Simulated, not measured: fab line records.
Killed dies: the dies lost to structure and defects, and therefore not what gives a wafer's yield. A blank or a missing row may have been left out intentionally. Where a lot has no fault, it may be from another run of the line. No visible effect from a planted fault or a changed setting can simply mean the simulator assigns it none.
Problem report in the 8D (eight disciplines) form, filled by code    flow nand-harc    the parts of the form that need people (team, actions taken, sign-off) are left out

1. WHAT IS WRONG
killed-at-array at NHARC_END_SORT_01 reads a mean of 94 on 3 wafers of 2 lots; wafers without a fault read 28 with a standard deviation of 11. That puts it +6.0 standard deviations away from the usual mean.
First observed at day 22 15:57: wafer L758.4, on prober-01. The record holds 6 wafers of 2 lots with a number at this step. Rule for "out" (also "out of limits"): further than 4 standard deviations from the usual mean. All remaining wafers that have a number are taken as sound.

2. WHAT THIS IS AND IS NOT
question                     is                            is not
which readings at this step  killed-at-array, killed-dies  killed-at-other, killed-at-periphery, killed-open, killed-short
which lots                   L758, L760                    -
which wafers of those lots   L758.4, L760.3, L760.5        L758.2, L758.3, L760.4
read on which gauges         prober-01, prober-02          -
when                         from day 22 15:57             up to then (2 sound wafers); but 1 sound wafer of L760 came after

3. THE SUSPECTS, EACH WITH WHAT RULES IT OUT
Counting: if a tool at a process step up to the reading ran every lot that is out, it stays a suspect. Sound lots after the first of them don't rule it out here, since some wafers of a struck lot are sound.
- the gauge at NHARC_END_SORT_01 has been ruled out. 2 gauges (prober-01, prober-02) read the wafers that are out.
- fcvd-01 at NHARC_A_SGD_CUT_DEP_20 (deposits SiO2, target thk 150 nm): kept. It ran every lot that is out, first L758 (day 17 14:28).
- rie-diel-03 at NHARC_THIN_TSV_DESCUM_14 (chemistry O2, time 3 s): kept. It ran every lot that is out, first L758 (day 21 22:29).
- At NHARC_A_SGD_CUT_DEP_20 on fcvd-01, chamber 1 took the sound wafers of the same lots and chamber 0 took the wafers that are out.
Left after counting: fcvd-01 at NHARC_A_SGD_CUT_DEP_20, rie-diel-03 at NHARC_THIN_TSV_DESCUM_14.

4. THE CAUSE (what the simulator had put in)
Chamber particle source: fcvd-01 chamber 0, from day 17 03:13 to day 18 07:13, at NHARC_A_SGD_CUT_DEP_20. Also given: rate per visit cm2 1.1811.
This tool is one of the 2 suspects left after counting.

5. SEQUENCE OF EFFECTS, ordered by route
Rows list readings where the struck wafers' mean (over those with a number) sits beyond 3 standard deviations from the usual. Only readings for which the record gives a usual standard deviation are gone through. hours: the time from each lot's start at the first step in this table that gives one to its start at this step, as a median over the lots. sigmas: the change in usual standard deviations.
hours  step               reading          usual  on struck wafers  change  sigmas
0      NHARC_END_SORT_01  killed-at-array  28     94                +66     +6.0
0      NHARC_END_SORT_01  killed-dies      31     96                +65     +5.4

6. HOW IT WOULD HAVE BEEN CAUGHT EARLIER
Counted from the fault's start at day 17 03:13, it took 133 hours until the first out-of-limits reading at a measuring or inspecting step in this record, taken at day 22 15:57.
An alarm limit of 4 standard deviations would not have fired on the tool readings at NHARC_A_SGD_CUT_DEP_20 for which the record gives a usual standard deviation, since none of them was out on any struck wafer.
By day 22 15:57 the whole set of lots that are out, 2 in number, had already begun NHARC_A_SGD_CUT_DEP_20 on fcvd-01. A hold on the tool at that time would have spared none of them.
